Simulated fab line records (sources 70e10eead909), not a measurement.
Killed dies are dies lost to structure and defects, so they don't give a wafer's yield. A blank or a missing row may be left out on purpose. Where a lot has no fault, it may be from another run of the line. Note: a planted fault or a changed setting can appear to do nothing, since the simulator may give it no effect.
fab line records	flow nand_harc
record lots=6	wafers=18	last_day=24
route steps=1159 shown THIN_TSV@1118 END@1158
lots that met no fault: from a run of the same line without faults
start_h: hours from the record's opening day to when the first of the lot's shown wafers began	wait_h: hours since the lot's step before	" the same as in the row above	L1.1+2: one row covering several wafers at once	- no value, or no start given	* or withheld: withheld	< > ~ a bound
route shown NAME@n: a module of which the file shows steps, and the number in the route of the first	usual: the fault-free wafers' mean and standard deviation	same: alike in all rows	chamber/n: place in a boat	sites: the reading at each site	_std_site: the values' standard deviation	_edge_site: mean of outer sites minus mean of inner sites	radius_mm: for every site, how far away it sits from the centre of the wafer	mask NAME#n: copy n	behind: the most recent tool/chamber to have shaped the wafer	hold: the reason the lot was held/the length of the hold in hours/how it ended	device: whichever transistor did not switch (one of n, p or np)	end of line: the same wafers' tests at the end of the route	a step with no rows: only its recipe	killed: dies lost to structure and defects at the first sort, not the wafer's yield	map: a wafer's dies, marking killed ones x, the rest . and places with no die _
set.NAME: the setting as run; set.NAME@STEP: as run at that earlier step	model.NAME: the simulator's own value behind a step, which no gauge read
lots at some steps of the route; a table a step, a row a wafer
services: from which hour (start_h, from the record's first day; less than 0 if before it) a tool's chamber was out of use, for how many hours, and why
## steps
# step NHARC_THIN_TSV_DESCUM_14
# recipe time_s=3	o2_flow_sccm=200	ar_flow_sccm=0	bias_power_w=0	chemistry=O2
# step NHARC_THIN_TSV_ETCH_44
# recipe target_depth_a=15942	time_s=797.1	cf4_flow_sccm=150	o2_flow_sccm=10	ar_flow_sccm=0	rf_w=300	bias_w=800	chemistry=CF4/O2
# step NHARC_THIN_TSV_ETCH_15
# recipe target_depth_a=30000	bosch_target_overetch_cycles=2	bosch_etch_step_s=2.8	bosch_dep_step_s=1.2	bosch_cycles=14
# usual drypump_motor_current_A=5.8/0.44
lot.wafer	tool	chamber	start_h	wait_h	drypump_motor_current_A	rf_hours_counter_h
L521.3	rie_si-04	2	441.96	-	6.1	1.4
L521.2	"	3	"	"	6.1	1.4
L521.5	"	2	"	"	6.1	-
L528.2	rie_si-05	0	472.29	-	5.7	0.4
L528.3	"	1	"	"	5.4	0.4
L528.4	"	2	"	"	6.0	0.4
L526.2	rie_si-04	3	474.55	-	6.1	0.1
L526.1	"	2	"	"	6.1	0.1
L526.5	"	0	"	"	5.2	-
L527.2	rie_si-05	3	475.88	-	6.2	0.5
L527.3	"	0	"	"	5.7	0.5
L527.6	"	3	"	"	6.2	-
L538.1	rie_si-05	3	532.80	-	6.2	1.0
L538.2	"	0	"	"	5.7	1.1
L538.5	"	2	"	"	6.0	-
L542.1	rie_si-01	0	548.15	-	4.7	0.3
L542.2	"	1	"	"	6.4	0.4
L542.6	"	1	"	"	6.4	-
# step NHARC_THIN_TSV_CD_MEAS_16
# usual cd_nm=1000.2/1.8
lot.wafer	tool	chamber	start_h	wait_h	cd_nm
L521.2	cd_sem-03	-	442.10	0.1	1001.0
L521.3	"	-	"	"	1001.5
L521.5	"	-	"	"	998.8
L528.2	cd_sem-01	-	472.44	0.1	996.7
L528.3	"	-	"	"	998.2
L528.4	"	-	"	"	999.3
L526.1	cd_sem-03	-	474.70	0.1	1002.7
L526.2	"	-	"	"	1001.6
L526.5	"	-	"	"	1000.3
L527.2	cd_sem-01	-	476.03	0.1	999.0
L527.3	"	-	"	"	999.1
L527.6	"	-	"	"	1001.7
L538.1	cd_sem-03	-	532.94	0.1	1003.4
L538.2	"	-	"	"	998.5
L538.5	"	-	"	"	999.4
L542.1	cd_sem-03	-	548.29	0.1	1001.0
L542.2	"	-	"	"	999.1
L542.6	"	-	"	"	1000.9
# step NHARC_THIN_TSV_STRIP_45
# recipe power_w=1500	temp_c=250	chemistry=O2
# step NHARC_THIN_TSV_STRIP_46
# recipe time_s=1200	temp_c=72.5	chemistry=post_etch_residue_remover
# step NHARC_THIN_TSV_DEP_47
# recipe target_thk_a=2000	temp_c=withheld	pressure_torr=6.5	rf_w=900	teos_flow_sccm=161.4	flow_sccm=2650	target_thk_nm=200	gas=O2	material=SiO2
# usual chamber_pressure_Torr=6.502/0.015	throttle_valve_pct=16.0/0.63
lot.wafer	tool	chamber	start_h	wait_h	chamber_pressure_Torr	throttle_valve_pct
L521.2	pecvd-01	0	443.11	-	6.511	14.8
L521.3	"	1	"	"	6.523	16.1
L521.5	"	1	"	"	6.493	16.1
L528.2	pecvd-02	0	473.31	-	6.467	16.3
L528.3	"	1	"	"	6.519	16.0
L528.4	"	0	"	"	6.477	16.1
L526.2	pecvd-02	1	475.67	-	6.525	15.9
L526.1	"	0	"	"	6.487	15.9
L526.5	"	1	"	"	6.503	16.0
L527.2	pecvd-02	2	476.92	-	6.501	16.0
L527.3	"	1	"	"	6.481	16.2
L527.6	"	1	"	"	6.521	16.2
L538.2	pecvd-04	1	533.81	-	6.513	16.0
L538.1	"	2	"	"	6.523	17.2
L538.5	"	0	"	"	6.519	16.1
L542.1	pecvd-04	0	549.17	-	6.516	16.1
L542.2	"	1	"	"	6.508	16.0
L542.6	"	2	"	"	6.524	17.2
# step NHARC_THIN_TSV_ETCHBACK_48
# recipe target_depth_a=10285	over_etch_frac=0.3	time_s=405.17	ion_energy_ev=250	c4f8_flow_sccm=withheld	ar_flow_sccm=withheld	rf_w=600	bias_w=300	chemistry=C4F8/Ar
# usual oes_product_au=0.95/0.036	rf_vpp_V=545/3.2
lot.wafer	tool	chamber	start_h	wait_h	oes_product_au	rf_hours_counter_h	rf_vpp_V
L521.2	rie_diel-05	0	443.58	-	0.93	7	550
L521.3	"	1	"	"	0.93	7	543
L521.5	"	2	"	"	1.01	-	543
L528.2	rie_diel-03	3	473.73	-	1.02	4	545
L528.4	"	1	"	"	1.02	5	541
L528.3	"	2	"	"	0.98	5	542
L526.1	rie_diel-12	3	476.06	-	0.94	11	541
L526.2	"	0	"	"	0.92	11	542
L526.5	"	0	"	"	0.93	-	542
L527.3	rie_diel-03	3	477.32	-	0.94	5	544
L527.2	"	1	"	"	0.94	5	543
L527.6	"	3	"	"	0.94	-	543
L538.2	rie_diel-05	3	534.21	-	1.00	0	541
L538.1	"	1	"	"	1.01	0	545
L538.5	"	0	"	"	1.01	-	551
L542.2	rie_diel-12	3	549.57	-	0.94	18	542
L542.1	"	2	"	"	0.93	16	551
L542.6	"	0	"	"	0.93	-	543
# step NHARC_THIN_TSV_STRIP_62
# recipe power_w=1500	temp_c=250	time_s=20	chemistry=N2/H2
# step NHARC_THIN_TSV_DEGAS_49
# recipe temp_c=300	time_s=120
# step NHARC_THIN_TSV_PRE_CLEAN_50
# recipe time_s=30	temp_c=280	gas=H2/He
# usual heater_power_w=402/34
lot.wafer	tool	chamber	start_h	wait_h	heater_power_w
L521.3	pvd_sputter-03	-	-	-	404
L521.2	"	-	"	"	416
L521.5	"	-	"	"	408
L528.4	pvd_sputter-03	-	-	-	422
L528.3	"	-	"	"	370
L528.2	"	-	"	"	408
L526.1	pvd_sputter-03	-	-	-	423
L526.2	"	-	"	"	381
L526.5	"	-	"	"	419
L527.3	pvd_sputter-03	-	-	-	421
L527.2	"	-	"	"	385
L527.6	"	-	"	"	419
L538.1	pvd_sputter-01	-	-	-	443
L538.2	"	-	"	"	337
L538.5	"	-	"	"	390
L542.2	pvd_sputter-02	-	-	-	373
L542.1	"	-	"	"	424
L542.6	"	-	"	"	354
# step NHARC_THIN_TSV_PVD_19
# recipe target_thk_a=200	chamber_pressure_pa=5	material=TaN
# step NHARC_THIN_TSV_PVD_51
# recipe target_thk_a=1000	chamber_pressure_pa=5	material=Cu
# usual throttle_valve_pct=30.4/1.5
lot.wafer	tool	chamber	start_h	wait_h	throttle_valve_pct
L521.3	pvd_sputter-03	-	444.32	-	29.7
L521.2	"	-	"	"	34.7
L521.5	"	-	"	"	34.7
L528.2	pvd_sputter-03	-	474.54	-	29.8
L528.3	"	-	"	"	28.6
L528.4	"	-	"	"	30.0
L526.1	pvd_sputter-03	-	476.89	-	30.0
L526.2	"	-	"	"	28.5
L526.5	"	-	"	"	29.9
L527.2	pvd_sputter-03	-	478.13	-	28.7
L527.3	"	-	"	"	29.9
L527.6	"	-	"	"	28.6
L538.2	pvd_sputter-01	-	535.02	-	29.5
L538.1	"	-	"	"	29.0
L538.5	"	-	"	"	27.0
L542.2	pvd_sputter-02	-	550.37	-	30.1
L542.1	"	-	"	"	31.1
L542.6	"	-	"	"	30.3
# step NHARC_THIN_TSV_ECD_20
# recipe target_thk_a=20000	material=Cu
# step NHARC_THIN_TSV_ANNEAL_52
# recipe temp_c=225	time_s=90
# step NHARC_THIN_TSV_CMP_21
# recipe t_overpolish_s=30	target_thk_nm=2000
# step NHARC_THIN_TSV_SRD_23
# step NHARC_THIN_TSV_DEGAS_53
# recipe temp_c=300	time_s=60
# step NHARC_THIN_TSV_PRE_CLEAN_54
# recipe time_s=30	temp_c=280	gas=H2/He
# step NHARC_THIN_TSV_PVD_55
# recipe target_thk_a=500	material=TiN
# step NHARC_THIN_TSV_PVD_24
# recipe target_thk_a=8000	power_w=withheld	chamber_pressure_pa=withheld	substrate_temp_c=withheld	time_s=withheld	gas=Ar	material=Al
# step NHARC_THIN_TSV_DEHYDRATE_25
# recipe temp_c=150	time_s=120
# step NHARC_THIN_TSV_HMDS_26
# recipe time_s=30
# step NHARC_THIN_TSV_COAT_27
# recipe spin_rpm=*
# step NHARC_THIN_TSV_SOFTBAKE_28
# recipe temp_c=122	time_s=95
# step NHARC_THIN_TSV_EBR_29
# step NHARC_THIN_TSV_EXPOSE_30
# recipe na=0.55	dose_mj=11.47	mask_id=PAD
# step NHARC_THIN_TSV_PEB_31
# recipe peb_temp_c=118	peb_time_s=85
# step NHARC_THIN_TSV_DEVELOP_32
# recipe time_s=70
# step NHARC_THIN_TSV_CD_MEAS_33
# recipe target_cd_nm=5000	landing_energy_ev=500
# usual cd_nm=4999.6/1.5
lot.wafer	tool	chamber	start_h	wait_h	cd_nm
L521.2	cd_sem-03	0	447.35	-	5000.9
L521.3	"	0	"	"	5003.2
L521.5	"	0	"	"	5001.0
L528.2	cd_sem-01	0	477.51	-	5000.6
L528.3	"	0	"	"	4999.2
L528.4	"	0	"	"	4999.7
L526.1	cd_sem-01	0	479.66	-	4998.3
L526.2	"	0	"	"	5000.7
L526.5	"	0	"	"	5000.5
L527.2	cd_sem-02	0	480.88	-	5000.7
L527.3	"	0	"	"	4998.8
L527.6	"	0	"	"	5000.6
L538.1	cd_sem-03	0	537.95	-	5000.2
L538.2	"	0	"	"	5000.7
L538.5	"	0	"	"	4998.8
L542.1	cd_sem-03	0	553.13	-	5000.6
L542.2	"	0	"	"	5002.6
L542.6	"	0	"	"	5000.1
# step NHARC_THIN_TSV_HARDBAKE_34
# recipe temp_c=125	time_s=80
# step NHARC_THIN_TSV_DESCUM_35
# recipe time_s=3	o2_flow_sccm=200	ar_flow_sccm=0	bias_power_w=0	chemistry=O2
# step NHARC_THIN_TSV_ETCH_59
# recipe target_depth_a=8800	icp_w=900	bias_w=100	Cl2_flow_sccm=60	bcl3_flow_sccm=30	time_s=138.1	chemistry=Cl2/BCl3
# step NHARC_THIN_TSV_ETCH_36
# recipe target_depth_a=650	over_etch_frac=0.3	time_s=18.571	ion_energy_ev=150	chemistry=Cl2/BCl3
# usual drypump_motor_current_A=5.64/0.23	oes_product_au=0.999/0.0079
lot.wafer	tool	chamber	start_h	wait_h	drypump_motor_current_A	oes_product_au	rf_hours_counter_h
L521.2	rie_metal-02	0	447.94	0.2	5.48	0.992	1.3
L521.3	"	0	"	"	5.53	0.986	-
L521.5	"	1	"	"	5.40	1.009	-
L528.2	rie_metal-01	1	478.14	0.2	5.88	1.002	4.0
L528.3	"	0	"	"	5.30	0.991	-
L528.4	"	1	"	"	5.87	0.999	-
L526.1	rie_metal-01	1	480.28	0.2	5.85	0.995	4.2
L526.2	"	0	"	"	5.31	1.008	5.4
L526.5	"	1	"	"	5.84	0.996	-
L527.2	rie_metal-03	0	481.42	0.2	5.67	0.994	0.8
L527.3	"	1	"	"	5.93	0.995	-
L527.6	"	0	"	"	5.69	1.003	-
L538.2	rie_metal-02	0	538.51	0.2	5.49	1.000	3.7
L538.1	"	1	"	"	5.42	1.003	4.1
L538.5	"	0	"	"	5.49	0.973	-
L542.1	rie_metal-03	0	553.68	0.2	5.75	0.997	2.9
L542.2	"	1	"	"	5.90	1.008	2.9
L542.6	"	0	"	"	5.73	0.989	-
# step NHARC_THIN_TSV_STRIP_56
# recipe power_w=1500	temp_c=250	chemistry=O2
# step NHARC_THIN_TSV_STRIP_57
# recipe time_s=1200	temp_c=72.5	chemistry=post_etch_residue_remover
# step NHARC_THIN_TSV_CD_MEAS_37
# usual cd_nm=4999.9/2.5
lot.wafer	tool	chamber	start_h	wait_h	cd_nm
L521.2	cd_sem-02	-	448.82	-	5000.6
L521.3	"	-	"	"	5003.8
L521.5	"	-	"	"	4999.1
L528.2	cd_sem-02	-	479.11	-	4996.2
L528.3	"	-	"	"	4997.2
L528.4	"	-	"	"	4997.9
L526.1	cd_sem-02	-	481.19	-	5000.6
L526.2	"	-	"	"	5000.9
L526.5	"	-	"	"	5000.0
L527.2	cd_sem-02	-	482.32	-	4999.5
L527.3	"	-	"	"	4998.6
L527.6	"	-	"	"	5002.8
L538.1	cd_sem-03	-	539.54	-	5004.7
L538.2	"	-	"	"	5000.3
L538.5	"	-	"	"	4999.9
L542.1	cd_sem-02	-	554.59	-	5002.9
L542.2	"	-	"	"	5001.4
L542.6	"	-	"	"	5001.3
# step NHARC_THIN_TSV_ANNEAL_58
# recipe temp_c=400	time_s=1800
# step NHARC_THIN_TSV_INSPECT_40
# usual raw_defect_count=458/76
lot.wafer	tool	chamber	start_h	wait_h	raw_defect_count
L521.2	defect_inspect-01	-	454.56	0.4	453
L521.3	"	-	"	"	490
L521.5	"	-	"	"	409
L528.2	defect_inspect-02	-	483.57	0.4	435
L528.3	"	-	"	"	427
L528.4	"	-	"	"	428
L526.1	defect_inspect-02	-	483.58	0.4	374
L526.2	"	-	"	"	379
L526.5	"	-	"	"	499
L527.2	defect_inspect-02	-	489.98	0.4	510
L527.3	"	-	"	"	435
L527.6	"	-	"	"	736
L538.1	defect_inspect-02	-	545.35	0.4	361
L538.2	"	-	"	"	415
L538.5	"	-	"	"	482
L542.1	defect_inspect-01	-	558.79	0.4	473
L542.2	"	-	"	"	455
L542.6	"	-	"	"	655
# step NHARC_END_WLT_00
# usual VT_DECK1_BOTTOM=0.873/0.0079	VT_DECK1_BOTTOM_INNER=0.873/0.0077	VT_DECK1_MEDIAN_NEAR_BOTTOM=0.875/0.0078	VT_DECK1_MEDIAN_NEAR_BOTTOM_INNER=0.874/0.0079	VT_DECK1_MIDDLE=0.887/0.0075	VT_DECK1_MIDDLE_INNER=0.888/0.0075	VT_DECK1_TOP=0.899/0.0076	VT_DECK1_TOP_INNER=0.899/0.0077
lot.wafer	tool	chamber	start_h	wait_h	VT_DECK1_BOTTOM	VT_DECK1_BOTTOM_INNER	VT_DECK1_MEDIAN_NEAR_BOTTOM	VT_DECK1_MEDIAN_NEAR_BOTTOM_INNER	VT_DECK1_MIDDLE	VT_DECK1_MIDDLE_INNER	VT_DECK1_TOP	VT_DECK1_TOP_INNER
L521.2	prober-01	-	470.53	16.0	0.864	0.867	0.873	0.867	0.873	0.890	0.897	0.891
L521.3	"	-	"	"	0.869	0.867	0.869	0.866	0.885	0.893	0.888	0.893
L521.5	"	-	"	"	0.876	0.873	0.869	0.866	0.876	0.881	0.888	0.895
L528.2	prober-02	-	484.13	0.6	0.877	0.879	0.880	0.879	0.895	0.899	0.909	0.901
L528.3	"	-	"	"	0.878	0.881	0.881	0.884	0.896	0.901	0.913	0.903
L528.4	"	-	"	"	0.885	0.880	0.889	0.884	0.903	0.898	0.907	0.910
L526.2	prober-01	-	492.01	8.4	0.876	0.874	0.876	0.866	0.877	0.877	0.887	0.901
L526.5	"	-	493.52	9.9	0.864	0.864	0.862	0.865	0.882	0.876	0.891	0.896
L527.2	prober-01	-	499.80	9.8	0.869	0.876	0.874	0.873	0.884	0.883	0.904	0.898
L527.3	"	-	"	"	0.876	0.877	0.878	0.880	0.892	0.899	0.901	0.893
L538.1	prober-02	-	545.42	0.1	0.875	0.871	0.864	0.871	0.882	0.888	0.899	0.896
L538.2	"	-	"	"	0.871	0.865	0.874	0.865	0.886	0.885	0.902	0.890
L538.5	"	-	547.41	2.1	0.864	0.871	0.871	0.879	0.881	0.882	0.909	0.902
L542.1	prober-02	-	558.85	0.1	0.876	0.879	0.888	0.881	0.897	0.899	0.900	0.913
L542.2	"	-	"	"	0.881	0.872	0.874	0.877	0.892	0.900	0.905	0.910
L542.6	"	-	561.33	2.5	0.883	0.879	0.886	0.885	0.898	0.901	0.906	0.914
# step NHARC_END_SORT_01
# recipe temp_c=25
# usual defect_limited_yield=95.6/1.6	killed_at_array=26/11	killed_at_other=0.6/1	killed_at_periphery=3.1/2.1	killed_dies=30/11	killed_open=3.4/1.8	killed_short=2.1/1.5	sort_bin_2_pct=1.3/0.64	sort_bin_3_pct=0.25/0.23	sort_bin_4_pct=2.8/1.1	sort_n_pass=647/11	sort_rim_yield_pct=95.8/2.7	sort_yield_pct=95.6/1.6
# same gross_dies=677	sort_bin_5_pct[%]=0	sort_bin_6_pct[%]=0	sort_bin_7_pct[%]=0	sort_bin_8_pct[%]=0	sort_rim_n_gross=106.00
lot.wafer	tool	chamber	start_h	wait_h	defect_limited_yield[%]	killed_at_array	killed_at_other	killed_at_periphery	killed_dies	killed_open	killed_short	sort_bin_2_pct[%]	sort_bin_3_pct[%]	sort_bin_4_pct[%]	sort_n_pass	sort_rim_yield_pct[%]	sort_yield_pct[%]
L521.2	prober-01	0	473.79	2.8	94.4	36	0	2	38	7	2	1.2	0.15	4.3	639	97.2	94.4
L521.3	prober-01	0	474.60	3.1	95.6	28	0	2	30	1	4	0.9	0	3.5	647	94.3	95.6
L521.5	prober-01	0	476.23	3.7	95.4	28	0	3	31	2	0	1.3	0	3.2	646	96.2	95.4
L528.2	prober-02	0	487.46	2.8	96.6	21	0	2	23	6	1	0.9	0	2.5	654	96.2	96.6
L528.3	prober-02	0	488.28	3.1	97.6	12	0	4	16	6	1	0.3	0	2.1	661	98.1	97.6
L528.4	prober-02	0	489.10	3.5	97.5	16	0	1	17	2	0	1.5	0	1.0	660	98.1	97.5
L526.1	prober-01	0	494.53	2.5	0	26	649	2	677	4	2	96.6	0.30	3.1	0	0	0
L526.2	prober-01	0	495.32	2.8	95.9	23	1	4	28	1	3	1.2	0.15	2.8	649	99.1	95.9
L526.5	prober-01	0	497.71	3.7	95.9	26	0	2	28	2	1	1.6	0.44	2.1	649	94.3	95.9
L527.2	prober-01	0	503.11	2.8	95.3	29	1	2	32	1	1	2.1	0.30	2.4	645	93.4	95.3
L527.3	prober-01	0	503.91	3.1	94.4	36	0	2	38	2	1	1.0	0	4.6	639	91.5	94.4
L527.6	prober-01	0	506.30	4.0	0	31	645	1	677	5	1	96.8	0.30	3.0	0	0	0
L538.1	prober-02	0	548.41	2.5	94.2	38	0	1	39	1	1	3.2	0.15	2.4	638	98.1	94.2
L538.2	prober-02	0	549.22	2.8	93.1	41	2	4	47	3	3	3.0	0	4.0	630	89.6	93.1
L538.5	prober-02	0	551.64	3.7	91.0	60	0	1	61	5	2	2.1	0.74	6.2	616	84.9	91.0
# killed by level:class
L521.2 A_SLIT:chamber_film_flake=14 A_CHANNEL_HOLE_D1:chamber_film_flake=8 A_CONTACT:geometric_particle:open=3 A_CONTACT:chamber_film_flake=3 A_STAIRCASE:chamber_film_flake=2 P_M0:geometric_particle:open=1 A_ONON_D1:geometric_particle:open=1 A_CHANNEL_HOLE_D1:geometric_particle:open=1
L521.3 A_SLIT:chamber_film_flake=13 A_CHANNEL_HOLE_D1:chamber_film_flake=7 A_WL_FILL:geometric_particle:short=2 A_M0:chamber_film_flake=2 P_M1:geometric_particle:short=1 A_SGD_CUT:geometric_particle:open=1 A_CONTACT:geometric_particle:short=1 P_STI:chamber_film_flake=1
L521.5 A_SLIT:chamber_film_flake=16 A_CHANNEL_HOLE_D1:chamber_film_flake=5 A_STAIRCASE:chamber_film_flake=3 A_CONTACT:chamber_film_flake=3 P_CONTACT:geometric_particle:open=1 P_M1:geometric_particle:open=1 P_STI:chamber_film_flake=1 A_WL_FILL:chamber_film_flake=1
L528.2 A_CHANNEL_HOLE_D1:chamber_film_flake=4 A_M0:geometric_particle:open=3 A_CHANNEL_FILL_D1:chamber_film_flake=3 A_WL_FILL:chamber_film_flake=3 A_CONTACT:chamber_film_flake=3 P_M0:geometric_particle:open=1 A_ONON_D1:geometric_particle:open=1 A_SGD_CUT:geometric_particle:short=1
L528.3 A_ZERO_WELL:chamber_film_flake=3 A_CONTACT:geometric_particle:open=2 P_GATE:chamber_film_flake=2 A_CHANNEL_HOLE_D1:chamber_film_flake=2 P_GATE:geometric_particle:open=1 A_WL_FILL:geometric_particle:short=1 A_WL_FILL:geometric_particle:open=1 A_M0:geometric_particle:open=1
L528.4 A_CHANNEL_HOLE_D1:chamber_film_flake=5 A_CONTACT:chamber_film_flake=4 A_WL_FILL:chamber_film_flake=2 A_WL_FILL:geometric_particle:open=1 A_BLC:geometric_particle:open=1 P_GATE:chamber_film_flake=1 A_ZERO_WELL:chamber_film_flake=1 A_STAIRCASE:chamber_film_flake=1
L526.1 THIN_TSV:area_pvd=648 A_CHANNEL_HOLE_D1:chamber_film_flake=12 A_SGD_CUT:chamber_film_flake=4 A_CONTACT:chamber_film_flake=4 A_ONON_D1:geometric_particle:short=2 P_BONDPAD:chamber_film_flake=2 A_ONON_D1:geometric_particle:open=1 A_CHANNEL_HOLE_D1:geometric_particle:open=1
L526.2 A_CHANNEL_HOLE_D1:chamber_film_flake=13 A_SGD_CUT:chamber_film_flake=4 A_CONTACT:chamber_film_flake=3 P_BONDPAD:chamber_film_flake=2 P_GATE:geometric_particle:short=1 A_WL_FILL:geometric_particle:short=1 A_CONTACT:geometric_particle:open=1 A_CONTACT:geometric_particle:short=1
L526.5 A_CHANNEL_HOLE_D1:chamber_film_flake=14 A_SGD_CUT:chamber_film_flake=7 A_M1:geometric_particle:open=2 A_CONTACT:chamber_film_flake=2 P_M0:geometric_particle:short=1 P_BONDPAD:chamber_film_flake=1 A_STAIRCASE:chamber_film_flake=1
L527.2 A_SLIT:chamber_film_flake=9 A_CONTACT:chamber_film_flake=7 A_CHANNEL_HOLE_D1:chamber_film_flake=6 A_SGD_CUT:chamber_film_flake=4 P_M0:geometric_particle:open=1 A_WL_FILL:geometric_particle:short=1 P_STI:chamber_film_flake=1 A_CHANNEL_FILL_D1:chamber_film_flake=1
L527.3 A_CONTACT:chamber_film_flake=10 A_SLIT:chamber_film_flake=9 A_SGD_CUT:chamber_film_flake=8 A_CHANNEL_HOLE_D1:chamber_film_flake=3 A_CHANNEL_FILL_D1:chamber_film_flake=2 A_CHANNEL_FILL_D1:geometric_particle:short=1 A_SGD_CUT:geometric_particle:open=1 A_CONTACT:geometric_particle:open=1
L527.6 THIN_TSV:area_pvd=645 A_SLIT:chamber_film_flake=14 A_CHANNEL_HOLE_D1:chamber_film_flake=4 A_CONTACT:chamber_film_flake=4 A_ONON_D1:geometric_particle:open=2 A_CONTACT:geometric_particle:open=2 A_CHANNEL_FILL_D1:geometric_particle:short=1 A_SGD_CUT:geometric_particle:open=1
L538.1 A_SLIT:chamber_film_flake=19 A_CHANNEL_HOLE_D1:chamber_film_flake=9 A_STAIRCASE:chamber_film_flake=3 A_CHANNEL_FILL_D1:chamber_film_flake=3 A_CONTACT:chamber_film_flake=2 P_M0:geometric_particle:open=1 A_WL_FILL:geometric_particle:short=1 A_WL_FILL:chamber_film_flake=1
L538.2 A_CHANNEL_HOLE_D1:chamber_film_flake=16 A_SLIT:chamber_film_flake=12 A_CONTACT:chamber_film_flake=6 A_CHANNEL_FILL_D1:chamber_film_flake=2 THIN_TSV:chamber_film_flake=2 P_CONTACT:geometric_particle:open=1 P_M0:geometric_particle:open=1 P_M1:geometric_particle:short=1
L538.5 A_CHANNEL_HOLE_D1:chamber_film_flake=25 A_SLIT:chamber_film_flake=18 A_CONTACT:chamber_film_flake=7 A_CONTACT:geometric_particle:open=2 A_BLC:geometric_particle:open=2 P_STI:geometric_particle:short=1 A_ONON_D1:geometric_particle:open=1 A_WL_FILL:geometric_particle:short=1
# map L526.1 (x killed, . not)
____________x____________
_________xxxxxxx_________
_______xxxxxxxxxxx_______
______xxxxxxxxxxxxx______
_____xxxxxxxxxxxxxxx_____
____xxxxxxxxxxxxxxxxx____
____xxxxxxxxxxxxxxxxx____
___xxxxxxxxxxxxxxxxxxx___
___xxxxxxxxxxxxxxxxxxx___
__xxxxxxxxxxxxxxxxxxxxx__
__xxxxxxxxxxxxxxxxxxxxx__
_xxxxxxxxxxxxxxxxxxxxxxx_
_xxxxxxxxxxxxxxxxxxxxxxx_
_xxxxxxxxxxxxxxxxxxxxxxx_
_xxxxxxxxxxxxxxxxxxxxxxx_
_xxxxxxxxxxxxxxxxxxxxxxx_
xxxxxxxxxxxxxxxxxxxxxxxxx
xxxxxxxxxxxxxxxxxxxxxxxxx
xxxxxxxxxxxxxxxxxxxxxxxxx
xxxxxxxxxxxxxxxxxxxxxxxxx
xxxxxxxxxxxxxxxxxxxxxxxxx
_xxxxxxxxxxxxxxxxxxxxxxx_
_xxxxxxxxxxxxxxxxxxxxxxx_
_xxxxxxxxxxxxxxxxxxxxxxx_
_xxxxxxxxxxxxxxxxxxxxxxx_
_xxxxxxxxxxxxxxxxxxxxxxx_
__xxxxxxxxxxxxxxxxxxxxx__
__xxxxxxxxxxxxxxxxxxxxx__
___xxxxxxxxxxxxxxxxxxx___
___xxxxxxxxxxxxxxxxxxx___
____xxxxxxxxxxxxxxxxx____
____xxxxxxxxxxxxxxxxx____
_____xxxxxxxxxxxxxxx_____
______xxxxxxxxxxxxx______
_______xxxxxxxxxxx_______
_________xxxxxxx_________
____________x____________
# map L527.6 (x killed, . not)
____________x____________
_________xxxxxxx_________
_______xxxxxxxxxxx_______
______xxxxxxxxxxxxx______
_____xxxxxxxxxxxxxxx_____
____xxxxxxxxxxxxxxxxx____
____xxxxxxxxxxxxxxxxx____
___xxxxxxxxxxxxxxxxxxx___
___xxxxxxxxxxxxxxxxxxx___
__xxxxxxxxxxxxxxxxxxxxx__
__xxxxxxxxxxxxxxxxxxxxx__
_xxxxxxxxxxxxxxxxxxxxxxx_
_xxxxxxxxxxxxxxxxxxxxxxx_
_xxxxxxxxxxxxxxxxxxxxxxx_
_xxxxxxxxxxxxxxxxxxxxxxx_
_xxxxxxxxxxxxxxxxxxxxxxx_
xxxxxxxxxxxxxxxxxxxxxxxxx
xxxxxxxxxxxxxxxxxxxxxxxxx
xxxxxxxxxxxxxxxxxxxxxxxxx
xxxxxxxxxxxxxxxxxxxxxxxxx
xxxxxxxxxxxxxxxxxxxxxxxxx
_xxxxxxxxxxxxxxxxxxxxxxx_
_xxxxxxxxxxxxxxxxxxxxxxx_
_xxxxxxxxxxxxxxxxxxxxxxx_
_xxxxxxxxxxxxxxxxxxxxxxx_
_xxxxxxxxxxxxxxxxxxxxxxx_
__xxxxxxxxxxxxxxxxxxxxx__
__xxxxxxxxxxxxxxxxxxxxx__
___xxxxxxxxxxxxxxxxxxx___
___xxxxxxxxxxxxxxxxxxx___
____xxxxxxxxxxxxxxxxx____
____xxxxxxxxxxxxxxxxx____
_____xxxxxxxxxxxxxxx_____
______xxxxxxxxxxxxx______
_______xxxxxxxxxxx_______
_________xxxxxxx_________
____________x____________
## services
tool	chamber	start_h	hours	kind
rie_metal-01	1	422.97	19.5	repair
rie_metal-03	-	437.05	0.6	repair
rie_diel-12	0	443.02	6.2	repair
rie_metal-03	-	453.00	9.0	pm
rie_si-04	-	453.00	9.0	pm
rie_metal-02	0	456.99	16.7	repair
pvd_sputter-03	-	458.00	10.0	pm
pecvd-02	-	462.81	3.0	repair
pvd_sputter-02	-	463.91	2.1	repair
pvd_sputter-01	-	466.65	1.8	repair
pvd_sputter-03	-	470.61	2.0	repair
rie_diel-03	1	485.50	7.4	repair
pecvd-02	2	492.90	3.2	repair
pvd_sputter-02	-	499.75	6.1	repair
rie_metal-01	-	509.00	9.0	pm
pvd_sputter-01	-	514.02	10.0	pm
pecvd-02	-	515.15	13.0	pm
rie_diel-05	-	517.60	9.0	pm
rie_si-04	2	531.60	12.3	repair
rie_diel-12	1	536.58	6.8	repair
pvd_sputter-02	-	538.79	1.9	repair
rie_metal-03	-	539.44	2.0	repair
rie_diel-12	2	541.20	7.6	repair
rie_diel-05	1	548.54	4.1	repair
## key
first_sign step=NHARC_END_SORT_01	reading=killed_at_other	direction=up	sigmas=99+	usual=0.6	struck=647
effect step=NHARC_END_SORT_01	reading=sort_bin_2_pct	direction=up	sigmas=99+	usual=1.3	struck=96.7
more_kills_born_at NHARC_THIN_TSV_PVD_51@pvd_sputter-03=1293
met_at NHARC_THIN_TSV_PVD_51
struck_wafers L526.1,L527.6
later_rows_left_out L526.1,L527.6
onset_between 474.54 476.89
fault kind=process_parameter_drift	tool=pvd_sputter-03	chamber=-	onset_h=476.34	steps=NHARC_THIN_TSV_PVD_51	channel=target_thk_a	offset=*	shape=step	end_h=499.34	scope=struck_wafers_only	acts_in=*	stated=*
# later_rows_left_out: the simulator's readings of these wafers behind a module that went badly wrong aren't trusted and aren't shown, but for the sort
